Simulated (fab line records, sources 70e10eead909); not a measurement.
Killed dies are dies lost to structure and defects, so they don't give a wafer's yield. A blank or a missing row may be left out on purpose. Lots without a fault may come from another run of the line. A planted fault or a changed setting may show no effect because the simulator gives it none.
Chamber matching | flow nand_harc | NHARC_P_M1_DESCUM_14 on rie_diel-12: 4 sister chambers
The step chemistry O2, time 3 s. 27 wafers are shown with their chamber, then 12 later ones without.

WAFERS WITH THEIR CHAMBER
wafer  | chamber | drypump_motor_current_A (A) | oes_product_au (a.u.) | rf_vpp_V (V)
L076.4 | 0       | 5.1                         | 1.023                 | 57.0
L076.5 | 1       | 6.1                         | 1.015                 | 58.5
L076.6 | 2       | 6.2                         | 0.990                 | 56.4
L077.1 | 2       | 6.2                         | 0.999                 | 58.0
L077.2 | 0       | 5.1                         | 1.008                 | 58.3
L077.3 | 3       | 6.5                         | 1.013                 | 58.2
L079.2 | 3       | 6.5                         | 1.019                 | 58.8
L079.5 | 0       | 5.1                         | 0.994                 | 58.0
L079.6 | 1       | 6.1                         | 0.997                 | 57.6
L080.3 | 1       | 6.1                         | 1.013                 | 57.5
L080.4 | 2       | 6.2                         | 0.994                 | 57.3
L080.5 | 3       | 6.5                         | 1.021                 | 58.7
L081.1 | 3       | 6.5                         | 1.039                 | 57.4
L081.3 | 0       | 5.1                         | 1.002                 | 58.2
L081.5 | 3       | 6.5                         | 1.018                 | 57.9
L082.1 | 0       | 5.0                         | 0.995                 | 57.5
L082.4 | 3       | 6.5                         | 1.014                 | 58.4
L082.5 | 0       | 5.1                         | 0.990                 | 57.7
L084.2 | 0       | 5.0                         | 1.001                 | 58.8
L084.5 | 0       | 5.1                         | 1.005                 | 57.4
L084.6 | 1       | 6.1                         | 1.011                 | 57.6
L086.1 | 3       | 6.5                         | 1.023                 | 56.7
L086.2 | 2       | 6.2                         | 0.990                 | 56.8
L086.5 | 2       | 6.2                         | 0.984                 | 56.7
L087.1 | 3       | 6.5                         | 1.011                 | 57.7
L087.4 | 1       | 6.2                         | 1.010                 | 58.4
L087.6 | 3       | 6.5                         | 1.017                 | 58.3

SIGNATURES (means of the wafers above)
reading                 | chamber 0 | chamber 1 | chamber 2 | chamber 3 | scatter within a chamber
drypump_motor_current_A | 5.075     | 6.120     | 6.200     | 6.500     | 0.0316
oes_product_au          | 1.00225   | 1.00920   | 0.99140   | 1.01944   | 0.00838
rf_vpp_V                | 57.862    | 57.920    | 57.040    | 58.011    | 0.605
Rule: a wafer's distance from a chamber is the root of the sum, over the readings, of the square of ((its reading less the chamber's mean) divided by the reading's scatter). The wafer belongs to the nearest chamber; if the next one is less than 2 further off, it can't be placed. The scatter: the root of (the sum of the squares of (reading less its chamber's mean) over the shown wafers, divided by (wafers less chambers)).

WAFERS WITHOUT THEIR CHAMBER
wafer  | drypump_motor_current_A (A) | oes_product_au (a.u.) | rf_vpp_V (V)
L089.3 | 5.1                         | 0.987                 | 58.3
L089.4 | 6.5                         | 1.003                 | 57.1
L089.6 | 6.5                         | 1.004                 | 58.2
L090.1 | 6.2                         | 0.994                 | 58.4
L090.2 | 5.1                         | 0.994                 | 58.8
L090.6 | 6.5                         | 1.012                 | 58.3
L091.1 | 6.1                         | 1.016                 | 56.7
L091.2 | 6.2                         | 1.002                 | 58.0
L091.3 | 6.5                         | 1.010                 | 58.6
L096.2 | 6.2                         | 0.991                 | 57.7
L096.4 | 5.1                         | 1.021                 | 57.8
L096.5 | 6.2                         | 0.992                 | 57.3

WHICH CHAMBER EACH WENT THROUGH
wafer  | from the rows above     | in truth
L089.3 | 0                       | 0
L089.4 | 3                       | 3
L089.6 | 3                       | 3
L090.1 | can't be placed: 2 or 1 | 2
L090.2 | 0                       | 0
L090.6 | 3                       | 3
L091.1 | 1                       | 1
L091.2 | can't be placed: 2 or 1 | 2
L091.3 | 3                       | 3
L096.2 | 2                       | 2
L096.4 | 0                       | 0
L096.5 | 2                       | 2
Placed correctly: 10 of 12. Can't be placed from these rows: 2 (the true chamber is among the candidates in 2). Placed wrongly: 0.
